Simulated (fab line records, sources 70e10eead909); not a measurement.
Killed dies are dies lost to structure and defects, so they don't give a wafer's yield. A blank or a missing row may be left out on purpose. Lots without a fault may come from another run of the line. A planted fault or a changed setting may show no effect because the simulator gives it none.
Chamber matching | flow nand_harc | NHARC_A_BLC_DESCUM_15 on rie_diel-09: 4 sister chambers
The step chemistry O2, time 3 s. 30 wafers are shown with their chamber, then 12 later ones without.

WAFERS WITH THEIR CHAMBER
wafer  | chamber | drypump_motor_current_A (A) | showerhead_plenum_p_Torr (Torr) | oes_product_au (a.u.)
L075.2 | 3       | 6.0                         | 2.02                            | 0.992
L075.5 | 0       | 6.3                         | 1.86                            | 1.024
L075.6 | 2       | 5.7                         | 1.86                            | 0.983
L077.2 | 0       | 6.4                         | 1.86                            | 1.034
L077.4 | 1       | 5.2                         | 1.78                            | 1.001
L077.6 | 3       | 6.0                         | 2.02                            | 1.002
L078.3 | 2       | 5.7                         | 1.86                            | 0.978
L078.4 | 3       | 6.0                         | 2.02                            | 0.995
L078.6 | 3       | 6.0                         | 2.02                            | 1.004
L081.2 | 0       | 6.4                         | 1.86                            | 1.022
L081.3 | 2       | 5.7                         | 1.86                            | 0.986
L081.5 | 2       | 5.7                         | 1.86                            | 0.989
L086.1 | 0       | 6.4                         | 1.86                            | 1.024
L086.3 | 3       | 6.0                         | 2.02                            | 0.986
L086.4 | 1       | 5.2                         | 1.77                            | 0.991
L086.2 | 2       | 5.7                         | 1.86                            | 0.980
L086.5 | 0       | 6.4                         | 1.86                            | 1.024
L086.6 | 1       | 5.2                         | 1.77                            | 0.997
L090.1 | 0       | 6.4                         | 1.85                            | 1.007
L090.2 | 3       | 6.0                         | 2.01                            | 1.004
L090.3 | 2       | 5.7                         | 1.86                            | 0.988
L090.4 | 1       | 5.2                         | 1.77                            | 1.003
L090.5 | 2       | 5.7                         | 1.86                            | 0.990
L090.6 | 3       | 6.0                         | 2.01                            | 1.004
L093.2 | 1       | 5.2                         | 1.77                            | 0.991
L093.3 | 3       | 6.0                         | 2.01                            | 0.996
L093.6 | 1       | 5.2                         | 1.77                            | 1.011
L094.1 | 3       | 6.0                         | 2.01                            | 1.001
L094.3 | 1       | 5.2                         | 1.77                            | 1.006
L094.4 | 0       | 6.4                         | 1.85                            | 0.995

SIGNATURES (means of the wafers above)
reading                  | chamber 0 | chamber 1 | chamber 2 | chamber 3 | scatter within a chamber
drypump_motor_current_A  | 6.386     | 5.200     | 5.700     | 6.000     | 0.0182
showerhead_plenum_p_Torr | 1.8571    | 1.7714    | 1.8600    | 2.0156    | 0.00416
oes_product_au           | 1.01857   | 1.00000   | 0.98486   | 0.99822   | 0.00837
Rule: a wafer's distance from a chamber is the root of the sum, over the readings, of the square of ((its reading less the chamber's mean) divided by the reading's scatter). The wafer belongs to the nearest chamber; if the next one is less than 2 further off, it can't be placed. The scatter: the root of (the sum of the squares of (reading less its chamber's mean) over the shown wafers, divided by (wafers less chambers)).

WAFERS WITHOUT THEIR CHAMBER
wafer  | drypump_motor_current_A (A) | showerhead_plenum_p_Torr (Torr) | oes_product_au (a.u.)
L095.3 | 6.0                         | 2.01                            | 1.005
L095.5 | 6.3                         | 1.85                            | 1.002
L095.6 | 6.0                         | 2.01                            | 1.006
L095.1 | 6.4                         | 1.85                            | 0.999
L095.2 | 5.7                         | 1.86                            | 1.000
L095.4 | 5.2                         | 1.77                            | 1.010
L096.2 | 6.0                         | 2.01                            | 0.994
L096.3 | 6.4                         | 1.85                            | 0.997
L096.4 | 5.7                         | 1.86                            | 0.997
L097.1 | 6.0                         | 2.01                            | 1.003
L097.2 | 6.4                         | 1.85                            | 1.006
L097.5 | 6.4                         | 1.85                            | 0.999

WHICH CHAMBER EACH WENT THROUGH
wafer  | from the rows above | in truth
L095.3 | 3                   | 3
L095.5 | 0                   | 0
L095.6 | 3                   | 3
L095.1 | 0                   | 0
L095.2 | 2                   | 2
L095.4 | 1                   | 1
L096.2 | 3                   | 3
L096.3 | 0                   | 0
L096.4 | 2                   | 2
L097.1 | 3                   | 3
L097.2 | 0                   | 0
L097.5 | 0                   | 0
Placed correctly: 12 of 12. Can't be placed from these rows: 0. Placed wrongly: 0.
